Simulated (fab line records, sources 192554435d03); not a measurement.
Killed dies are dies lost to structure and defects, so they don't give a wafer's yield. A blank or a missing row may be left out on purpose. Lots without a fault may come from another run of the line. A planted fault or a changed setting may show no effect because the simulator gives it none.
Problem report in the 8D (eight disciplines) form, filled by code | flow n5_finfet | the parts of the form that need people (team, actions taken, sign-off) are left out

1. THE PROBLEM
barrier_field_endpoint_s at N5_BEOL_M14_CMP_49 reads a mean of 6.37 s on 4 wafers of 2 lots; wafers without a fault read 11.26 s with a standard deviation of 0.24. That is -20 standard deviations from the usual mean.
The step: polishes, stops on SiO2, t overpolish 5.2 s, target thk 560 nm.
First seen on wafer L255.2, day 13 22:19, on cmp-04. The record holds 33 wafers of 11 lots with a number at this step. Rule for "out", or "out of limits": more than 4 standard deviations from the usual mean. The other wafers with a number count as sound.

2. WHAT IT IS AND WHAT IT IS NOT
question                    | is                                           | is not
which readings at this step | barrier_field_endpoint_s, time_to_endpoint_s | edge_zone_pressure_frac, motor_current_A, overpolish_run_s
which lots                  | L255, L258                                   | L245, L247, L250, L251, L252, L256, L259, L267, L268
which wafers of those lots  | L255.2, L255.5, L258.2, L258.5               | L255.6, L258.4
read on which tools         | cmp-04                                       | cmp-02, cmp-03
when                        | from day 13 22:19                            | up to then (19 sound wafers); but 10 sound wafers of L258, L259, L267, L268 came after

3. SUSPECTS, AND WHAT RULES EACH OUT
Counting: a tool at a process step up to the reading stays a suspect if it ran every lot that is out. Sound lots after the first of them don't rule it out here, since some wafers of a struck lot are sound.
- rie_diel-03 at N5_BEOL_M14_ETCH_38 (etches SiCN in CF4/N2, target depth 106.5 nm, time 120.6 s): kept. It ran every lot that is out, first L255 (day 13 22:01); its last sound lot up to then is L252 (day 12 12:40). N5_BEOL_M14_ETCH_38 gives no start for some lots, so the hours and the order of its lots are those of N5_BEOL_M14_ANNEAL_48.
- rtp_anneal-02 at N5_BEOL_M14_ANNEAL_48 (time 90 s): kept. It ran every lot that is out, first L255 (day 13 22:01); its last sound lot up to then is L256 (day 13 19:03).
- cmp-04 at N5_BEOL_M14_CMP_49 (polishes, stops on SiO2, t overpolish 5.2 s, target thk 560 nm): kept. It ran every lot that is out, first L255 (day 13 22:19); its last sound lot up to then is L256 (day 13 19:17). Its own readings are out on those wafers: barrier_field_endpoint_s, time_to_endpoint_s.
Left after counting: rie_diel-03 at N5_BEOL_M14_ETCH_38, rtp_anneal-02 at N5_BEOL_M14_ANNEAL_48, cmp-04 at N5_BEOL_M14_CMP_49.

4. THE CAUSE (what the simulator had put in)
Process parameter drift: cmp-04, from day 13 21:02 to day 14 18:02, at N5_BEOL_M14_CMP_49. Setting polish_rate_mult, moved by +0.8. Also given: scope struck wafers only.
Counting left 3 suspects, and this tool is among them.

5. THE CHAIN OF EFFECTS, in route order
Each row: a reading whose mean over the struck wafers that have a number lies more than 3 standard deviations from the usual. Only readings for which the record gives a usual standard deviation are gone through. hours: the time from each lot's start at the first step in this table that gives one to its start at this step, as a median over the lots. sigmas: the change in usual standard deviations.
hours | step               | reading                  | usual   | on struck wafers | change | sigmas
0     | N5_BEOL_M14_CMP_49 | barrier_field_endpoint_s | 11.26 s | 6.37             | -4.89  | -20
0     | N5_BEOL_M14_CMP_49 | time_to_endpoint_s       | 121 s   | 70               | -51    | -14
The process steps in it:
- N5_BEOL_M14_CMP_49: polishes, stops on SiO2, t overpolish 5.2 s, target thk 560 nm.

6. WHAT WOULD HAVE CAUGHT IT SOONER
In this record the first reading out of limits was taken at day 13 22:19, 1 hour after the fault began at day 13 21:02.
